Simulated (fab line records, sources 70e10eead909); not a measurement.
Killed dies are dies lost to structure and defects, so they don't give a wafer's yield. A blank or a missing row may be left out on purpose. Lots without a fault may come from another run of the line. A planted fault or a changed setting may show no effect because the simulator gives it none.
Which tool did it? | flow nand_harc | 11 lots, 33 wafers sampled, at 3 steps of a route of 1302

WHAT THE GAUGES READ, wafer by wafer
NHARC_A_M1_INSPECT_27.
lot  | measured     | on                | raw_defect_count
L257 | day 23 20:12 | defect_inspect-01 | 1003 971 575
L260 | day 25 12:16 | defect_inspect-02 | 407 474 551
L262 | day 26 05:27 | defect_inspect-02 | 499 517 420
L264 | day 26 07:34 | defect_inspect-02 | 636 455 486
L263 | day 26 20:44 | defect_inspect-02 | 381 460 321
L267 | day 27 00:30 | defect_inspect-02 | 384 497 349
L266 | day 27 12:12 | defect_inspect-02 | 544 443 428
L268 | day 27 17:08 | defect_inspect-02 | 411 704 426
L272 | day 29 13:17 | defect_inspect-01 | 2051 2015 2312
L273 | day 30 06:43 | defect_inspect-02 | 1904 2076 2102
L279 | day 31 20:53 | defect_inspect-01 | 558 529 568

WHICH TOOL RAN EACH LOT (tool, then ch and the chambers of the sampled wafers, then the start)
lot  | NHARC_A_M0_ETCH_34                 | NHARC_A_M1_CMP_23
L257 | rie_diel-07 ch 0,1,3, day 23 13:32 | cmp-04 ch 2,3, day 23 19:44
L260 | rie_diel-07 ch 1,3, day 25 05:40   | cmp-04 ch 1,2,3, day 25 11:47
L262 | rie_diel-03 ch 1,2,3, day 25 23:03 | cmp-01 ch 1,2,3, day 26 05:01
L264 | rie_diel-03 ch 1,3, day 26 01:01   | cmp-01 ch 0,1,3, day 26 07:06
L263 | rie_diel-08 ch 0,3, day 26 14:10   | cmp-01 ch 0,1, day 26 20:16
L267 | rie_diel-03 ch 1,2,3, day 26 18:08 | cmp-01 ch 0,1,3, day 27 00:04
L266 | rie_diel-03 ch 0,1,2, day 27 05:46 | cmp-03 ch 0,2,3, day 27 11:46
L268 | rie_diel-03 ch 1,2,3, day 27 09:54 | cmp-04 ch 0,3, day 27 16:41
L272 | rie_diel-03 ch 0,1,3, day 29 06:54 | cmp-01 ch 0,1,3, day 29 12:49
L273 | rie_diel-03 ch 0,1,2, day 30 00:04 | cmp-01 ch 0,2,3, day 30 06:14
L279 | rie_diel-07 ch 1,2,3, day 31 13:55 | cmp-03 ch 1,2,3, day 31 20:24
- NHARC_A_M0_ETCH_34: etches the open film in N2/H2, target depth 40 nm, overetch 12 nm, time 43.94 s.
- NHARC_A_M1_CMP_23: polishes, t overpolish 20 s, target thk 154.34 nm.

THE ANSWER, worked out from the rows above alone
Rule: what is usual is taken from the lots themselves. Put in order of their means at a reading, lots are off if they are a third of the lots or fewer, leave a main group of 4 or more, and stand apart from it by a gap of 3 or more times the standard deviation of the main group's means; of several such gaps the widest counts. A main group whose means are all the same, to the digits that the tables above print for the reading, isn't used. A lot without any number at a reading at which 4 lots or more have one is off too. The other lots that the step has rows for count as sound.
Off: L272, L273, at NHARC_A_M1_INSPECT_27 (raw_defect_count). The main group: mean 518, standard deviation 1.3e+02.
A tool fits if, at a process step before that reading, it ran every lot that is off, and no sound lot after the first of them. The gauges at NHARC_A_M1_INSPECT_27 are tried like those tools. Can't be told from this: 2 tools fit, rie_diel-03 at NHARC_A_M0_ETCH_34, cmp-01 at NHARC_A_M1_CMP_23.

WHAT THE SIMULATOR HAD PUT IN
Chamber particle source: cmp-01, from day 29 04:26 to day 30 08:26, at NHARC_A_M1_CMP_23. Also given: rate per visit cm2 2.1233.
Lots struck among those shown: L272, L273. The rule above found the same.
